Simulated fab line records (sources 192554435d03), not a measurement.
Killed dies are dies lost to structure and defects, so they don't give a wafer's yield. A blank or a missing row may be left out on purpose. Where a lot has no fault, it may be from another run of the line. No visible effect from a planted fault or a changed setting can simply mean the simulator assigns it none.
Lot-split experiment :: flow n5 finfet :: route with 1938 steps; 7 lots, 21 wafers read

== THE SPLIT ==
At N5_BEOL_M0_CUTY_EXPOSE_54 (exposes mask M0 ABLK), the setting dose mj was moved away from the recipe's 36 on 5 of the 21 wafers read, by -7.4% to +2.0%. This setting was run at the recipe's value on the other wafers.

== FROM THE SPLIT TO THE READING: what the file shows between them, 2 steps ==
- N5_BEOL_M0_CUTY_PEB_55: peb time 60 s
- N5_BEOL_M0_CUTY_DEVELOP_56: develop time 30 s

== THE READING ==
cd nm (nm) at N5_BEOL_M0_CUTY_CD_MEAS_57, where the cd target is 200 nm. A value of 199.3 nm with a standard deviation of 0.94 nm is what fault-free wafers of this fab line usually give.

wafer: L076.2
tool, chamber at the split: arfi scanner-02, 0
dose mj as run: 36
against the recipe: recipe
cd nm, nm: 200.4
against lot-mates on the recipe: -

wafer: L076.5
tool, chamber at the split: arfi scanner-02, 0
dose mj as run: 36
against the recipe: recipe
cd nm, nm: 200.7
against lot-mates on the recipe: -

wafer: L076.6
tool, chamber at the split: arfi scanner-02, 0
dose mj as run: 33.34
against the recipe: -7.4%
cd nm, nm: 205.5
against lot-mates on the recipe: +4.9

wafer: L080.1
tool, chamber at the split: arfi scanner-01, 0
dose mj as run: 33.49
against the recipe: -7.0%
cd nm, nm: 204.2
against lot-mates on the recipe: +3.8

wafer: L080.3
tool, chamber at the split: arfi scanner-01, 0
dose mj as run: 36
against the recipe: recipe
cd nm, nm: 201.3
against lot-mates on the recipe: -

wafer: L080.6
tool, chamber at the split: arfi scanner-01, 0
dose mj as run: 36
against the recipe: recipe
cd nm, nm: 199.6
against lot-mates on the recipe: -

wafer: L079.1
tool, chamber at the split: arfi scanner-01, 0
dose mj as run: 35.05
against the recipe: -2.6%
cd nm, nm: 201.9
against lot-mates on the recipe: +2.3

wafer: L079.2
tool, chamber at the split: arfi scanner-01, 0
dose mj as run: 36
against the recipe: recipe
cd nm, nm: 199.6
against lot-mates on the recipe: -

wafer: L079.3
tool, chamber at the split: arfi scanner-01, 0
dose mj as run: 36
against the recipe: recipe
cd nm, nm: 199.5
against lot-mates on the recipe: -

wafer: L083.4
tool, chamber at the split: arfi scanner-02, 0
dose mj as run: 36
against the recipe: recipe
cd nm, nm: 201.1
against lot-mates on the recipe: -

wafer: L083.5
tool, chamber at the split: arfi scanner-02, 0
dose mj as run: 36
against the recipe: recipe
cd nm, nm: 199.9
against lot-mates on the recipe: -

wafer: L083.6
tool, chamber at the split: arfi scanner-02, 0
dose mj as run: 36
against the recipe: recipe
cd nm, nm: 200.0
against lot-mates on the recipe: -

wafer: L086.2
tool, chamber at the split: arfi scanner-01, 0
dose mj as run: 36
against the recipe: recipe
cd nm, nm: 198.0
against lot-mates on the recipe: -

wafer: L086.3
tool, chamber at the split: arfi scanner-01, 0
dose mj as run: 36.71
against the recipe: +2.0%
cd nm, nm: 198.8
against lot-mates on the recipe: +0.8

wafer: L086.4
tool, chamber at the split: arfi scanner-01, 0
dose mj as run: 36.71
against the recipe: +2.0%
cd nm, nm: 199.0
against lot-mates on the recipe: +1.0

wafer: L091.1
tool, chamber at the split: arfi scanner-01, 0
dose mj as run: 36
against the recipe: recipe
cd nm, nm: 200.9
against lot-mates on the recipe: -

wafer: L091.2
tool, chamber at the split: arfi scanner-01, 0
dose mj as run: 36
against the recipe: recipe
cd nm, nm: 201.8
against lot-mates on the recipe: -

wafer: L091.3
tool, chamber at the split: arfi scanner-01, 0
dose mj as run: 36
against the recipe: recipe
cd nm, nm: 200.3
against lot-mates on the recipe: -

wafer: L092.3
tool, chamber at the split: arfi scanner-02, 0
dose mj as run: 36
against the recipe: recipe
cd nm, nm: 198.6
against lot-mates on the recipe: -

wafer: L092.4
tool, chamber at the split: arfi scanner-02, 0
dose mj as run: 36
against the recipe: recipe
cd nm, nm: 198.1
against lot-mates on the recipe: -

wafer: L092.5
tool, chamber at the split: arfi scanner-02, 0
dose mj as run: 36
against the recipe: recipe
cd nm, nm: 198.9
against lot-mates on the recipe: -

FIT RESULTS
A straight line over all 21 wafers: cd nm changes by -0.676 nm for each +1% of dose mj; r = -0.85; the points scatter about the line by 1 nm.
The same after taking each lot's own level away (the mean of its wafers on the recipe; 21 wafers): -0.522 nm for each +1%; r = -0.85; scatter 0.79 nm.
On that fit, the largest move of dose mj shifts the reading by 3.9 nm.
Measured against the standard deviation above, the lots' own levels, which go from 198.00 to 201.00 nm, span 3.2 times it.
In other words, the slope is changed by the lot-to-lot level; the two fits disagree.
Check: +3.45 nm against its lot-mates is what the line predicts for one of the wafers moved furthest among these (-7.4%) when that wafer is left out of the fit. It came out at +4.95 nm against them.

== THE WHOLE CHAIN: every reading that the file lists as answering this split, in the file's order ==
step: N5_BEOL_M0_CUTY_CD_MEAS_57
what it does: target cd 200 nm
reading: cd nm
change (the file's fit): -0.589 nm for each +1% of the setting
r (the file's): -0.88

step: N5_BEOL_M0_CUTY_ETCH_62
what it does: etches SiARC in CF4, time 58.5 s
reading: BEOL_M0_CUTY.cd offset nm (the simulator's own value, which no gauge read)
change (the file's fit): -0.602 nm for each +1% of the setting
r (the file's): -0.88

== FILE'S OWN FIT ==
cd nm changes by -0.589 nm for each +1% of dose mj, r = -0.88.
